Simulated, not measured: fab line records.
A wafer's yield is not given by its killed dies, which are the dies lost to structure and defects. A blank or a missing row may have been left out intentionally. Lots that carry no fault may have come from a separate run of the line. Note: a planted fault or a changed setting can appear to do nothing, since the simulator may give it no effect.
A lot that was struck, set against a sound lot || flow n5Finfet || 15 steps out of a route of 1938
Sound: wafers L232.2, L232.4, L232.5. Struck: wafer L247.4. (L247.1, L247.2 of the same lot were not struck and are left out.) The cause comes at the end.
Order at every step that has rows: each side's tool, ch and its chambers, its first start. Under that, the readings that differ: sound wafers || struck wafers || difference of the means || sigmas: that difference in standard deviations of wafers without a fault.
alike: same words and numbers on both sides, and readings whose means sit less than 2 such deviations apart. not compared: any withheld reading, any reading some wafer has no value for, any bound like >300 that may hide the same value, and any number with overlapping values for which the record gives no deviation.
Wherever a step has rows on one side only, a row that says differs or no value, or a row with sigmas, the two part there. When numbers do not overlap yet have no deviation, they are printed without sigmas and do not part them. A reading missing from all wafers of one side parts the sides only when that side holds two or more wafers.

first, 6 steps without rows for these wafers: N5_BEOL_M5_COAT_22 (resist thk 30 nm); N5_BEOL_M5_EBR_24; N5_BEOL_M5_SOFTBAKE_23 (time 60 s); N5_BEOL_M5_EXPOSE_25 (exposes mask V4, defocus 10 nm); N5_BEOL_M5_PEB_26 (peb time 60 s); N5_BEOL_M5_DEVELOP_27 (develop time 30 s).
N5_BEOL_M5_CD_MEAS_28: target cd 30.6 nm, target cd y 20 nm.
  sound on cdSem-03 ch 0, day 8 07:35; struck on cdSem-03 ch 0, day 11 19:28
  alike: cdNm
N5_BEOL_M5_OVL_MEAS_29:
  sound on overlay-01 ch 0, day 8 07:37; struck on overlay-01 ch 0, day 11 19:29
{"reading": "V4_OVL (nm)", "sound": "-0.6 -1.3 0.2", "struck": 0.9, "difference": "+1.5", "sigmas": "+2"}
N5_BEOL_M5_INSPECT_30: inspects for defects (brightfield).
  sound: defectInspect-01 at day 8 07:40; struck: defectInspect-02 at day 11 19:33
  alike: rawDefectCount
N5_BEOL_M5_DESCUM_33: chemistry O2, time 7 s.
  sound on rieDiel-03 ch 1,2, day 8 07:43; struck on rieDiel-03 ch 3, day 11 20:12
  alike: biasPowerW, drypumpMotorCurrentA, oesProductAu, rfVppV, showerheadPlenumPTorr, throttleValvePct
  not compared: rfHoursCounterH
N5_BEOL_M5_ETCH_75: etches underlayer in N2/H2, target depth 6.5 nm, time 5.2 s.
  sound on rieDiel-03 ch 1,2, day 8 07:44; struck on rieDiel-03 ch 3, day 11 20:14
  alike: drypumpMotorCurrentA, etchRfOnTimeS, oesProductAu, rfVppV, showerheadPlenumPTorr, throttleValvePct
  not compared: rfHoursCounterH
N5_BEOL_M5_ETCH_67: etches SiARC in CF4, target depth 15.6 nm, time 26 s.
  sound on rieDiel-03 ch 1,2, day 8 07:46; struck on rieDiel-03 ch 3, day 11 20:15
  alike: drypumpMotorCurrentA, etchRfOnTimeS, oesProductAu, rfVppV, showerheadPlenumPTorr, throttleValvePct
  not compared: rfHoursCounterH
N5_BEOL_M5_ETCH_68: etches SOC in N2/H2, target depth 80 nm, overetch 16 nm, time 120 s.
  sound on rieDiel-03 ch 1,2, day 8 07:47; struck on rieDiel-03 ch 3, day 11 20:17
{"reading": "model.SiARC_of_BEOL_M5_COAT_66.thkNm (nm)", "sound": "6.6 6.4 6.4", "struck": 7.8, "difference": "+1.3", "sigmas": ""}
{"reading": "model.BEOL_M5.cdNm (nm)", "sound": "28 28.4 28", "struck": 27.8, "difference": -0.3, "sigmas": ""}
  alike: drypumpMotorCurrentA, oesProductAu, rfVppV, showerheadPlenumPTorr, throttleValvePct
  not compared: rfHoursCounterH
then, 1 step without rows for these wafers: N5_BEOL_M5_STRIP_69 (strips in N2/H2).
-- record jumps: 4 days separate the struck wafers' starts on either side; left off in module BEOL_M5, taken up again in module PASSIVATION, whose first shown step is the route's number 1936 --
N5_PASSIVATION_PROBE_49:
  record: rows for the struck wafers here (prober-02, day 16 00:22), none for the sound ones

## WHERE THEY PART
Earliest at N5_BEOL_M5_OVL_MEAS_29; latest, in this record, at N5_PASSIVATION_PROBE_49.

WHY: what had been put in by the simulator
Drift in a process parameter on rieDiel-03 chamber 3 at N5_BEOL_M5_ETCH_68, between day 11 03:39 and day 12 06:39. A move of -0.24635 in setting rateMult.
